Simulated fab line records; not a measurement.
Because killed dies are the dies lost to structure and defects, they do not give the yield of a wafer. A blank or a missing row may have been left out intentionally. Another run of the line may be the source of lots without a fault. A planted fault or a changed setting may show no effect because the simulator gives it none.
Which tool is to blame? ; flow nandHarc ; 72 wafers from 24 lots sampled at 6 of the route's 1302 steps

== WHAT EACH GAUGE READ, for each wafer ==
NHARC_A_CONTACT_OVL_MEAS_70. Usual: overlayXNm 0.0 nm, standard deviation 0.74; overlayYNm -0.1 nm, standard deviation 0.97.
lot;measured;on;overlayXNm (nm);overlayYNm (nm);flag
L075;day 22 09:11;overlay-02;0.9 0.2 1.1;0.4 -0.1 0.1;
L074;day 22 12:11;overlay-02;-1.9 -1.9 -1.4;-1.1 -1.2 -0.5;
L076;day 22 17:22;overlay-02;0.6 0.9 0.2;0.2 -0.3 -0.5;
L077;day 22 23:32;overlay-01;0.3 0.0 0.1;-1.0 -1.2 -0.7;
L079;day 23 13:19;overlay-01;-1.0 -0.7 -0.9;-0.4 -0.4 -0.4;
L078;day 23 14:04;overlay-02;-0.7 -0.6 -0.7;1.0 1.1 0.8;
L080;day 24 14:46;overlay-02;-0.2 -0.5 0.0;-0.6 -1.0 -0.9;
L082;day 26 01:38;overlay-01;-0.5 -0.4 -0.1;-0.8 -0.9 -0.7;
L081;day 26 02:43;overlay-01;1.5 1.4 0.5;-0.4 -0.3 -1.0;
L083;day 26 05:13;overlay-01;0.9 0.2 0.6;2.4 2.1 2.2;
L084;day 26 06:49;overlay-01;1.8 1.1 1.3;0.7 0.5 0.3;
L085;day 27 05:08;overlay-01;0.8 -0.2 0.3;-2.2 -1.9 -2.3;
L086;day 27 05:22;overlay-02;-0.7 -0.1 -0.8;0.3 0.3 0.1;
L088;day 27 22:15;overlay-01;0.1 0.7 0.1;-0.4 -0.7 -1.2;
L089;day 28 00:13;overlay-02;0.1 0.5 -0.1;-0.4 -0.9 -1.1;
L087;day 28 04:29;overlay-01;0.2 0.7 -0.4;1.4 1.3 1.8;
L090;day 29 11:35;overlay-01;0.0 -0.7 -0.3;1.3 0.9 0.3;
L091;day 29 16:27;overlay-02;-0.3 0.1 -0.2;0.8 0.8 1.3;
L092;day 29 20:32;overlay-02;-0.3 0.6 0.2;0.5 0.4 0.1;
L093;day 31 01:57;overlay-01;0.7 -0.3 -0.1;-0.1 0.6 -0.3;
L094;day 31 02:47;overlay-02;-0.1 -0.4 -0.4;-0.9 -0.3 0.0;
L095;day 31 03:44;overlay-01;0.5 0.8 0.2;0.0 0.4 0.9;
L096;day 31 17:24;overlay-01;-1.6 -0.8 -0.8;-0.4 -0.3 0.1;
L097;day 31 18:09;overlay-01;0.0 0.5 0.3;-1.3 -0.8 -1.0;

== WHICH TOOL RAN EACH LOT (tool, then ch and the chambers of the sampled wafers, then the start) ==
lot;NHARC_A_CONTACT_ETCH_115;NHARC_A_CONTACT_ETCH_123;NHARC_A_CONTACT_ETCH_96;NHARC_A_CONTACT_STRIP_55;NHARC_A_CONTACT_DEP_57
L075;harCapEtch-02 ch 0,1, day 22 00:17;harCapEtch-02 ch 0,1, day 22 01:38;rieDiel-09 ch 0,1,2, day 22 05:08 or earlier;rieDiel-09 ch 0,1,3, day 22 05:08 or earlier;aclDep-03 ch 0, day 22 05:08
L074;harCapEtch-03 ch 0,1, day 22 00:59;harCapEtch-03 ch 0,1, day 22 02:29;rieDiel-07 ch 0,1,2, day 22 09:19 or earlier;rieDiel-09 ch 1,2, day 22 09:19 or earlier;aclDep-01 ch 0, day 22 09:19
L076;harCapEtch-02 ch 0, day 22 07:29;harCapEtch-02 ch 0, day 22 08:54;rieDiel-09 ch 0,1, day 22 13:20 or earlier;rieDiel-04 ch 0,2,3, day 22 13:20 or earlier;aclDep-01 ch 0, day 22 13:20
L077;harCapEtch-02 ch 1, day 22 15:56;harCapEtch-02 ch 1, day 22 17:19;rieDiel-04 ch 2,3, day 22 19:29 or earlier;rieDiel-04 ch 1,3, day 22 19:29 or earlier;aclDep-03 ch 0, day 22 19:29
L079;harCapEtch-03 ch 1, day 23 05:51;harCapEtch-03 ch 1, day 23 07:13;rieDiel-07 ch 1,2, day 23 09:26 or earlier;rieDiel-07 ch 0,3, day 23 09:26 or earlier;aclDep-01 ch 0, day 23 09:26
L078;harCapEtch-02 ch 0,1, day 23 06:29;harCapEtch-02 ch 0,1, day 23 07:52;rieDiel-09 ch 0,2,3, day 23 10:40 or earlier;rieDiel-09 ch 0,1,2, day 23 10:40 or earlier;aclDep-02 ch 0, day 23 10:40
L080;harCapEtch-02 ch 0,1, day 24 07:14;harCapEtch-02 ch 0,1, day 24 08:43;rieDiel-09 ch 1,2, day 24 11:49 or earlier;rieDiel-07 ch 0,1, day 24 11:49 or earlier;aclDep-03 ch 0, day 24 11:49
L082;harCapEtch-02 ch 0,1, day 25 13:38;harCapEtch-02 ch 0,1, day 25 15:00;rieDiel-07 ch 1,2,3, day 25 21:37 or earlier;rieDiel-07 ch 0,1,3, day 25 21:37 or earlier;aclDep-02 ch 0, day 25 21:37
L081;harCapEtch-03 ch 0,1, day 25 13:48;harCapEtch-03 ch 0,1, day 25 15:10;rieDiel-07 ch 1,2, day 25 23:09 or earlier;rieDiel-04 ch 0,1, day 25 23:09 or earlier;aclDep-03 ch 0, day 25 23:09
L083;harCapEtch-01 ch 0,1, day 25 18:24;harCapEtch-01 ch 0,1, day 25 19:46;rieDiel-09 ch 1,2,3, day 26 01:11 or earlier;rieDiel-04 ch 2,3, day 26 01:11 or earlier;aclDep-01 ch 0, day 26 01:11
L084;harCapEtch-02 ch 0,1, day 25 21:07;harCapEtch-02 ch 0,1, day 25 22:32;rieDiel-09 ch 2,3, day 26 02:43 or earlier;rieDiel-04 ch 0,2, day 26 02:43 or earlier;aclDep-02 ch 0, day 26 02:43
L085;harCapEtch-02 ch 0,1, day 26 16:34;harCapEtch-02 ch 0,1, day 26 17:56;rieDiel-09 ch 0,2,3, day 27 01:06 or earlier;rieDiel-09 ch 0,1, day 27 01:06 or earlier;aclDep-01 ch 0, day 27 01:06
L086;harCapEtch-03 ch 0,1, day 26 17:31;harCapEtch-03 ch 0,1, day 26 18:53;rieDiel-07 ch 0,2,3, day 27 01:49 or earlier;rieDiel-09 ch 2,3, day 27 01:49 or earlier;aclDep-02 ch 0, day 27 01:49
L088;harCapEtch-01 ch 0,1, day 27 14:07;harCapEtch-01 ch 0,1, day 27 15:32;rieDiel-04 ch 1,3, day 27 18:52 or earlier;rieDiel-09 ch 2,3, day 27 18:52 or earlier;aclDep-03 ch 0, day 27 18:52
L089;harCapEtch-03 ch 0,1, day 27 16:16;harCapEtch-03 ch 0,1, day 27 17:58;rieDiel-09 ch 0,1,2, day 27 20:50 or earlier;rieDiel-09 ch 0,1,3, day 27 20:50 or earlier;aclDep-02 ch 0, day 27 20:50
L087;harCapEtch-02 ch 0,1, day 27 20:05;harCapEtch-02 ch 0,1, day 27 21:59;rieDiel-04 ch 0,1, day 28 01:05 or earlier;rieDiel-04 ch 0,2,3, day 28 01:05 or earlier;aclDep-03 ch 0, day 28 01:05
L090;harCapEtch-02 ch 0,1, day 28 22:09;harCapEtch-02 ch 0,1, day 29 00:40;rieDiel-09 ch 0,2,3, day 29 08:09 or earlier;rieDiel-07 ch 1,2,3, day 29 08:09 or earlier;aclDep-02 ch 0, day 29 08:09
L091;harCapEtch-01 ch 0, day 29 07:10;harCapEtch-01 ch 0, day 29 08:31;rieDiel-04 ch 0,2,3, day 29 13:01 or earlier;rieDiel-04 ch 0,3, day 29 13:01 or earlier;aclDep-03 ch 0, day 29 13:01
L092;harCapEtch-03 ch 0, day 29 07:30;harCapEtch-03 ch 0, day 29 08:55;rieDiel-04 ch 0,2,3, day 29 16:29 or earlier;rieDiel-04 ch 0,2,3, day 29 16:29 or earlier;aclDep-01 ch 0, day 29 16:29
L093;harCapEtch-02 ch 0,1, day 30 17:41;harCapEtch-02 ch 0,1, day 30 19:07;rieDiel-09 ch 0,1,3, day 30 21:55 or earlier;rieDiel-09 ch 0,3, day 30 21:55 or earlier;aclDep-03 ch 0, day 30 21:55
L094;harCapEtch-01 ch 0,1, day 30 17:48;harCapEtch-01 ch 0,1, day 30 19:10;rieDiel-09 ch 1,2,3, day 30 22:43 or earlier;rieDiel-07 ch 1,3, day 30 22:43 or earlier;aclDep-01 ch 0, day 30 22:43
L095;harCapEtch-03 ch 1, day 30 19:18;harCapEtch-03 ch 1, day 30 20:40;rieDiel-09 ch 1,3, day 30 23:41 or earlier;rieDiel-07 ch 0,1, day 30 23:41 or earlier;aclDep-02 ch 0, day 30 23:41
L096;harCapEtch-02 ch 0,1, day 31 09:45;harCapEtch-02 ch 0,1, day 31 11:11;rieDiel-07 ch 1,2, day 31 13:53 or earlier;rieDiel-09 ch 2,3, day 31 13:53 or earlier;aclDep-03 ch 0, day 31 13:53
L097;harCapEtch-01 ch 0,1, day 31 10:37;harCapEtch-01 ch 0,1, day 31 12:04;rieDiel-07 ch 0,2, day 31 14:07 or earlier;rieDiel-07 ch 1,2,3, day 31 14:07 or earlier;aclDep-02 ch 0, day 31 14:07
- NHARC_A_CONTACT_ETCH_115: etches the open film in C4F8/O2/Ar, time 190 s, target depth 1850 nm.
- NHARC_A_CONTACT_ETCH_123: etches the open film in C4F8/O2/Ar, time 490 s, target depth 2110 nm.
- NHARC_A_CONTACT_ETCH_96: etches the open film in C4F6/O2, target depth 20 nm, time 10 s.
- NHARC_A_CONTACT_STRIP_55: strips in O2.
- NHARC_A_CONTACT_DEP_57: deposits aC, target thk 5300 nm.

== AS READ BY THE TOOLS THEMSELVES (means over the sampled wafers that have a number; for cases with no such wafer, the mark the record gives instead) ==
NHARC_A_CONTACT_ETCH_115. Usual: oesAirLineAu reads 1.001 a.u. (standard deviation 0.021).
lot;tool;oesAirLineAu (a.u.);flag
L075;harCapEtch-02;1.002;
L074;harCapEtch-03;0.995;
L076;harCapEtch-02;1.015;
L077;harCapEtch-02;0.974;
L079;harCapEtch-03;0.985;
L078;harCapEtch-02;1.016;
L080;harCapEtch-02;0.985;
L082;harCapEtch-02;1.005;
L081;harCapEtch-03;1.009;
L083;harCapEtch-01;1.012;
L084;harCapEtch-02;1.003;
L085;harCapEtch-02;1.022;
L086;harCapEtch-03;1.005;
L088;harCapEtch-01;0.999;
L089;harCapEtch-03;1.006;
L087;harCapEtch-02;1.000;
L090;harCapEtch-02;1.004;
L091;harCapEtch-01;0.980;
L092;harCapEtch-03;1.000;
L093;harCapEtch-02;1.006;
L094;harCapEtch-01;0.997;
L095;harCapEtch-03;1.013;
L096;harCapEtch-02;0.995;
L097;harCapEtch-01;1.006;

NHARC_A_CONTACT_ETCH_123. Usual: oesAirLineAu reads 1.002 a.u. (standard deviation 0.02).
lot;tool;oesAirLineAu (a.u.);flag
L075;harCapEtch-02;0.983;
L074;harCapEtch-03;0.994;
L076;harCapEtch-02;0.993;
L077;harCapEtch-02;1.018;
L079;harCapEtch-03;1.013;
L078;harCapEtch-02;0.997;
L080;harCapEtch-02;1.007;
L082;harCapEtch-02;0.992;
L081;harCapEtch-03;1.015;
L083;harCapEtch-01;1.012;
L084;harCapEtch-02;0.981;
L085;harCapEtch-02;0.999;
L086;harCapEtch-03;1.002;
L088;harCapEtch-01;1.000;
L089;harCapEtch-03;0.989;
L087;harCapEtch-02;1.031;
L090;harCapEtch-02;1.004;
L091;harCapEtch-01;0.998;
L092;harCapEtch-03;1.008;
L093;harCapEtch-02;1.003;
L094;harCapEtch-01;1.006;
L095;harCapEtch-03;1.013;
L096;harCapEtch-02;1.005;
L097;harCapEtch-01;0.991;

NHARC_A_CONTACT_ETCH_96. Usual: drypumpMotorCurrentA 6.0 A, standard deviation 0.39; o2FlowSccm 20.00 sccm, standard deviation 0.061; oesProductAu 0.972 a.u., standard deviation 0.026; rfVppV 546 V, standard deviation 3.5; showerheadPlenumPTorr 3.90 Torr, standard deviation 0.16; throttleValvePct 26.903 %, standard deviation 0.0092.
lot;tool;drypumpMotorCurrentA (A);o2FlowSccm (sccm);oesProductAu (a.u.);rfVppV (V);showerheadPlenumPTorr (Torr);throttleValvePct (%);flag
L075;rieDiel-09;6.0;20.04;1.002;543;3.77;26.900;
L074;rieDiel-07;6.2;19.94;0.961;549;4.02;26.901;
L076;rieDiel-09;6.2;20.03;0.991;544;3.81;26.909;
L077;rieDiel-04;6.1;19.98;0.962;544;3.80;26.894;
L079;rieDiel-07;6.2;20.02;1.004;550;4.07;26.906;
L078;rieDiel-09;5.8;20.00;0.942;545;3.86;26.902;
L080;rieDiel-09;6.1;20.04;0.939;542;3.75;26.903;
L082;rieDiel-07;5.9;20.01;0.944;548;3.94;26.901;
L081;rieDiel-07;6.4;19.94;0.960;548;3.98;26.904;
L083;rieDiel-09;6.1;19.98;0.947;546;3.88;26.904;
L084;rieDiel-09;5.8;20.01;1.002;547;3.98;26.896;
L085;rieDiel-09;5.8;19.95;0.945;545;3.86;26.907;
L086;rieDiel-07;5.9;19.93;0.941;545;3.88;26.915;
L088;rieDiel-04;6.3;20.01;0.948;545;3.85;26.905;
L089;rieDiel-09;5.9;19.97;0.996;543;3.76;26.905;
L087;rieDiel-04;6.3;19.98;0.998;551;4.13;26.903;
L090;rieDiel-09;5.8;20.06;0.997;546;3.85;26.901;
L091;rieDiel-04;6.1;20.00;0.997;546;3.91;26.906;
L092;rieDiel-04;6.1;19.99;0.953;545;3.91;26.901;
L093;rieDiel-09;6.0;19.96;1.002;546;3.89;26.912;
L094;rieDiel-09;6.0;19.98;0.944;547;3.87;26.896;
L095;rieDiel-09;6.1;20.00;1.000;548;4.01;26.906;
L096;rieDiel-07;6.2;19.96;0.957;549;4.03;26.900;
L097;rieDiel-07;6.2;19.98;1.001;547;3.92;26.897;

NHARC_A_CONTACT_STRIP_55. Usual: drypumpMotorCurrentA 6.0 A, standard deviation 0.41; o2FlowSccm 499.7 sccm, standard deviation 1.5; oesProductAu 1.000 a.u., standard deviation 0.007; rfVppV 57.7 V, standard deviation 0.93; showerheadPlenumPTorr 3.49 Torr, standard deviation 0.15; throttleValvePct 17.038 %, standard deviation 0.0096.
lot;tool;drypumpMotorCurrentA (A);o2FlowSccm (sccm);oesProductAu (a.u.);rfVppV (V);showerheadPlenumPTorr (Torr);throttleValvePct (%);flag
L075;rieDiel-09;6.0;500.2;0.998;58.4;3.51;17.045;
L074;rieDiel-09;6.2;499.2;0.999;58.5;3.41;17.043;
L076;rieDiel-04;6.1;497.7;0.996;56.7;3.37;17.032;
L077;rieDiel-04;6.5;499.4;0.992;57.3;3.55;17.035;
L079;rieDiel-07;5.7;499.8;0.993;58.3;3.51;17.036;
L078;rieDiel-09;6.0;498.3;0.997;56.6;3.38;17.043;
L080;rieDiel-07;6.0;498.6;1.004;58.4;3.62;17.038;
L082;rieDiel-07;5.8;499.3;1.005;58.1;3.55;17.039;
L081;rieDiel-04;6.5;499.9;0.996;57.6;3.67;17.051;
L083;rieDiel-04;6.1;501.1;0.998;57.2;3.40;17.033;
L084;rieDiel-04;6.2;500.9;0.999;57.3;3.52;17.046;
L085;rieDiel-09;5.9;500.4;0.995;57.4;3.39;17.031;
L086;rieDiel-09;5.9;499.5;1.007;58.4;3.58;17.038;
L088;rieDiel-09;5.9;498.9;1.006;58.3;3.57;17.043;
L089;rieDiel-09;6.0;499.3;0.988;57.6;3.50;17.038;
L087;rieDiel-04;6.1;499.2;0.992;58.5;3.52;17.034;
L090;rieDiel-07;5.9;498.7;1.000;57.1;3.53;17.022;
L091;rieDiel-04;6.1;498.7;1.005;58.2;3.52;17.041;
L092;rieDiel-04;6.2;499.4;0.999;57.3;3.51;17.036;
L093;rieDiel-09;5.8;500.5;1.005;58.3;3.59;17.042;
L094;rieDiel-07;5.4;500.7;1.004;57.9;3.48;17.035;
L095;rieDiel-07;6.1;499.2;1.006;58.4;3.64;17.041;
L096;rieDiel-09;5.8;499.9;0.999;58.2;3.57;17.040;
L097;rieDiel-07;5.9;500.2;1.003;57.4;3.52;17.025;

NHARC_A_CONTACT_DEP_57. Usual: throttleValvePct reads 35.000 % (standard deviation 0.0083).
lot;tool;throttleValvePct (%);flag
L075;aclDep-03;34.987;
L074;aclDep-01;35.000;
L076;aclDep-01;35.009;
L077;aclDep-03;35.002;
L079;aclDep-01;34.996;
L078;aclDep-02;34.996;
L080;aclDep-03;35.012;
L082;aclDep-02;35.008;
L081;aclDep-03;34.999;
L083;aclDep-01;34.996;
L084;aclDep-02;34.996;
L085;aclDep-01;34.998;
L086;aclDep-02;35.003;
L088;aclDep-03;35.004;
L089;aclDep-02;35.000;
L087;aclDep-03;35.000;
L090;aclDep-02;35.000;
L091;aclDep-03;35.003;
L092;aclDep-01;35.000;
L093;aclDep-03;34.995;
L094;aclDep-01;35.002;
L095;aclDep-02;34.994;
L096;aclDep-03;35.003;
L097;aclDep-02;34.996;

== THE ANSWER, worked out from the rows above alone ==
Rule: a lot counts as off when the mean over its wafers that have a number is more than 3 standard deviations away from the usual mean. A lot without any number at a reading at which 4 lots or more have one is off too. Where the step has rows for the other lots, those lots are counted as sound. Order of review: gauges by route order, followed by the tools' own readings, for which a lot's mean as printed above is used. At the first step where some lot is off, the reading lying furthest off is the one used; lots without a number count as furthest.
No lot is off on any of the readings shown, so nothing can be concluded from this.

== WHAT THE SIMULATOR HAD INSERTED ==
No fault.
